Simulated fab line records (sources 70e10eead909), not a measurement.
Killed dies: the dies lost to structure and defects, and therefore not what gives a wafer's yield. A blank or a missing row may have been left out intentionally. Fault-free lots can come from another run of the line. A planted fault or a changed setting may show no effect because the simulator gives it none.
Which tool was responsible? ; flow nand_harc ; 14 lots, 42 wafers sampled, at 5 steps of a route of 1159

WHAT THE GAUGES SHOWED, per wafer
NHARC_A_M1_INSPECT_11. Usual: 30 for raw_defect_count, sd 15.
lot;measured;on;raw_defect_count;flag
L719;day 17 19:02;defect_inspect-02;30 13 23;
L722;day 18 00:51;defect_inspect-01;10 7 11;
L721;day 18 02:57;defect_inspect-02;31 21 25;
L724;day 18 15:46;defect_inspect-02;5 6 7;
L725;day 18 20:32;defect_inspect-01;28 17 17;
L723;day 19 05:20;defect_inspect-01;42 35 31;
L728;day 19 13:51;defect_inspect-02;26 28 22;
L727;day 20 01:40;defect_inspect-01;22 20 16;
L729;day 20 02:35;defect_inspect-02;39 47 44;
L731;day 20 23:22;defect_inspect-02;17 12 14;
L730;day 20 23:32;defect_inspect-02;27 26 26;
L739;day 23 00:02;defect_inspect-02;58 71 62;
L741;day 23 08:35;defect_inspect-01;17 29 15;
L742;day 24 03:49;defect_inspect-02;53 65 50;

NHARC_A_BONDPAD_THK_MEAS_20: measures by xrf. Usual: 169.6 nm for thk_nm, sd 1.6.
lot;measured;on;thk_nm (nm);flag
L719;day 18 02:11;film_metro-02;167.3 170.0 168.8;
L722;day 18 08:18;film_metro-01;168.4 168.5 168.5;
L721;day 18 10:04;film_metro-01;170.1 169.4 171.1;
L724;day 18 23:11;film_metro-01;169.9 171.6 168.3;
L725;day 19 04:32;film_metro-02;168.7 169.2 168.1;
L723;day 19 12:31;film_metro-01;168.4 168.0 166.3;
L728;day 19 21:07;film_metro-01;168.4 169.4 170.7;
L727;day 20 09:05;film_metro-01;171.0 167.5 171.0;
L729;day 20 09:43;film_metro-02;170.1 171.9 170.1;
L731;day 21 06:25;film_metro-02;168.0 171.1 168.9;
L730;day 21 06:55;film_metro-02;166.9 169.7 168.0;
L739;day 23 07:20;film_metro-01;30.3 29.7 29.7;OFF
L741;day 23 16:18;film_metro-02;29.1 30.9 29.8;OFF
L742;day 24 11:34;film_metro-01;167.7 170.0 168.0;

EACH LOT AND THE TOOL THAT RAN IT (in order: tool; ch and the chambers of the sampled wafers; start)
lot;NHARC_A_M1_ANNEAL_31;NHARC_A_BONDPAD_ETCH_12;NHARC_A_BONDPAD_ECD_18
L719;rtp_anneal-01 ch 0, day 17 20:51;rie_diel-13 ch 0,1, day 18 01:08 or earlier;ecd_cu-01 ch 0,1, day 18 01:08
L722;rtp_anneal-01 ch 0, day 18 03:00;rie_diel-13 ch 1,2, day 18 07:19 or earlier;ecd_cu-01 ch 0,1, day 18 07:19
L721;rtp_anneal-02 ch 0, day 18 04:52;rie_diel-13 ch 0,1,3, day 18 09:07 or earlier;ecd_cu-01 ch 0,1, day 18 09:07
L724;rtp_anneal-02 ch 0, day 18 17:44;rie_diel-13 ch 0,1, day 18 22:13 or earlier;ecd_cu-01 ch 0,1, day 18 22:13
L725;rtp_anneal-01 ch 0, day 18 22:51;rie_diel-13 ch 0,1,3, day 19 03:29 or earlier;ecd_cu-02 ch 0,1, day 19 03:29
L723;rtp_anneal-01 ch 0, day 19 07:13;rie_diel-13 ch 1,2, day 19 11:29 or earlier;ecd_cu-01 ch 0,1, day 19 11:29
L728;rtp_anneal-02 ch 0, day 19 15:43;rie_diel-09 ch 0,2, day 19 20:06 or earlier;ecd_cu-02 ch 0,1, day 19 20:06
L727;rtp_anneal-01 ch 0, day 20 03:35;rie_diel-13 ch 0,3, day 20 07:52 or earlier;ecd_cu-01 ch 0,1, day 20 07:52
L729;rtp_anneal-01 ch 0, day 20 04:34;rie_diel-13 ch 0,1, day 20 08:46 or earlier;ecd_cu-02 ch 0,1, day 20 08:46
L731;rtp_anneal-02 ch 0, day 21 01:15;rie_diel-09 ch 0,1,2, day 21 05:23 or earlier;ecd_cu-01 ch 0,1, day 21 05:23
L730;rtp_anneal-02 ch 0, day 21 01:37;rie_diel-09 ch 0,3, day 21 05:53 or earlier;ecd_cu-01 ch 1, day 21 05:53
L739;rtp_anneal-01 ch 0, day 23 01:50;rie_diel-13 ch 0,2,3, day 23 06:20 or earlier;ecd_cu-01 ch 0,1, day 23 06:20
L741;rtp_anneal-01 ch 0, day 23 10:31;rie_diel-09 ch 0,2, day 23 15:15 or earlier;ecd_cu-01 ch 0,1, day 23 15:15
L742;rtp_anneal-01 ch 0, day 24 05:47;rie_diel-09 ch 0,1,3, day 24 10:21 or earlier;ecd_cu-02 ch 0,1, day 24 10:21
- NHARC_A_M1_ANNEAL_31: time 90 s.
- NHARC_A_BONDPAD_ETCH_12: etches the open film in CHF3/O2, target depth 220 nm, time 110 s.
- NHARC_A_BONDPAD_ECD_18: material Cu, target thk 400 nm.

AS READ BY THE TOOLS THEMSELVES (means over the sampled wafers that have a number; for cases with no such wafer, the mark the record gives instead)
NHARC_A_M1_ANNEAL_31. Usual: 226.3 for wafer_temp_C_max, sd 0.48.
lot;tool;wafer_temp_C_max;flag
L719;rtp_anneal-01;226.6;
L722;rtp_anneal-01;226.9;
L721;rtp_anneal-02;225.7;
L724;rtp_anneal-02;226.2;
L725;rtp_anneal-01;226.5;
L723;rtp_anneal-01;226.7;
L728;rtp_anneal-02;225.7;
L727;rtp_anneal-01;226.7;
L729;rtp_anneal-01;226.5;
L731;rtp_anneal-02;225.8;
L730;rtp_anneal-02;226.1;
L739;rtp_anneal-01;226.6;
L741;rtp_anneal-01;226.7;
L742;rtp_anneal-01;226.5;

NHARC_A_BONDPAD_ETCH_12. Usual: chf3_flow_sccm 49.99 sccm, standard deviation 0.14; drypump_motor_current_A 5.7 A, standard deviation 0.32; oes_product_au 0.955 a.u., standard deviation 0.023; rf_fwd_power_W 497.0 W, standard deviation 1.6; rf_vpp_V 371.7 V, standard deviation 2; showerhead_plenum_p_Torr 2.46 Torr, standard deviation 0.083; throttle_valve_pct 20.571 %, standard deviation 0.0086.
lot;tool;chf3_flow_sccm (sccm);drypump_motor_current_A (A);oes_product_au (a.u.);rf_fwd_power_W (W);rf_vpp_V (V);showerhead_plenum_p_Torr (Torr);throttle_valve_pct (%);flag
L719;rie_diel-13;50.05;5.9;0.935;498.0;371.3;2.44;20.566;
L722;rie_diel-13;49.96;6.0;0.977;497.7;372.5;2.48;20.572;
L721;rie_diel-13;50.08;5.8;0.977;497.2;373.4;2.49;20.570;
L724;rie_diel-13;49.93;6.0;0.932;498.4;371.2;2.47;20.569;
L725;rie_diel-13;50.05;5.8;0.939;497.7;372.0;2.49;20.559;
L723;rie_diel-13;50.03;5.7;0.935;496.7;371.5;2.46;20.571;
L728;rie_diel-09;49.85;5.6;0.966;496.4;369.0;2.36;20.570;
L727;rie_diel-13;50.19;5.6;0.970;496.9;373.3;2.51;20.575;
L729;rie_diel-13;49.89;5.9;0.975;499.0;371.4;2.44;20.582;
L731;rie_diel-09;49.99;5.4;0.922;496.7;370.2;2.38;20.564;
L730;rie_diel-09;49.83;5.8;0.926;495.3;369.3;2.35;20.569;
L739;rie_diel-13;49.99;5.6;0.987;497.9;372.3;2.48;20.558;
L741;rie_diel-09;49.97;5.6;0.918;496.4;368.5;2.30;20.565;
L742;rie_diel-09;49.84;5.7;0.924;495.4;370.6;2.42;20.569;

NHARC_A_BONDPAD_ECD_18. Usual: bath_heat_duty_pct 6.4 %, standard deviation 0.85; bath_temp_c 24.99 C, standard deviation 0.11.
lot;tool;bath_heat_duty_pct (%);bath_temp_c (C);flag
L719;ecd_cu-01;6.5;24.99;
L722;ecd_cu-01;6.1;24.88;
L721;ecd_cu-01;6.4;24.97;
L724;ecd_cu-01;6.6;24.98;
L725;ecd_cu-02;5.8;25.00;
L723;ecd_cu-01;6.7;24.91;
L728;ecd_cu-02;6.8;25.07;
L727;ecd_cu-01;6.2;25.02;
L729;ecd_cu-02;6.2;24.98;
L731;ecd_cu-01;6.9;24.89;
L730;ecd_cu-01;7.2;25.06;
L739;ecd_cu-01;-;-;OFF
L741;ecd_cu-01;-;-;OFF
L742;ecd_cu-02;6.2;25.11;

THE ANSWER, worked out from the rows above alone
Rule: lot off if the mean of its wafers having a number is beyond 3 standard deviations from the usual mean. Also off: a lot with no number at a reading for which 4 or more lots have one. Where the step has rows for the other lots, those lots are counted as sound. Order of review: gauges by route order, followed by the tools' own readings, for which a lot's mean as printed above is used. The first step at which some lot is off is used, and at that step the reading that is off furthest; a lot without a number counts as furthest.
Off: L739, L741, at NHARC_A_BONDPAD_THK_MEAS_20 (thk_nm).
A tool fits if, at a process step before that reading, it ran every lot that is off, and no sound lot after the first of them. Not tried: the gauges at NHARC_A_BONDPAD_THK_MEAS_20; whatever is off there is also off at NHARC_A_BONDPAD_ECD_18, on other tools, and gauge error can't account for it. NHARC_A_BONDPAD_ETCH_12: start missing for some lots; hours and lot order therefore follow NHARC_A_BONDPAD_ECD_18. One fits: ecd_cu-01 at NHARC_A_BONDPAD_ECD_18. Its last sound lot is L730 (day 21 05:53), its first lot that is off L739 (day 23 06:20): a fault that began between those two fits.
Blank at NHARC_A_BONDPAD_ECD_18 on the lots that are off, where sound lots have numbers: bath_heat_duty_pct, bath_temp_c.

WHAT HAD BEEN PUT IN BY THE SIMULATOR
Step skipped in full: ecd_cu-01, at NHARC_A_BONDPAD_ECD_18, from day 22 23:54 onward. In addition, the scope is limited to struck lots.
Struck lots among those shown: L739, L741. Same finding as the rule above.
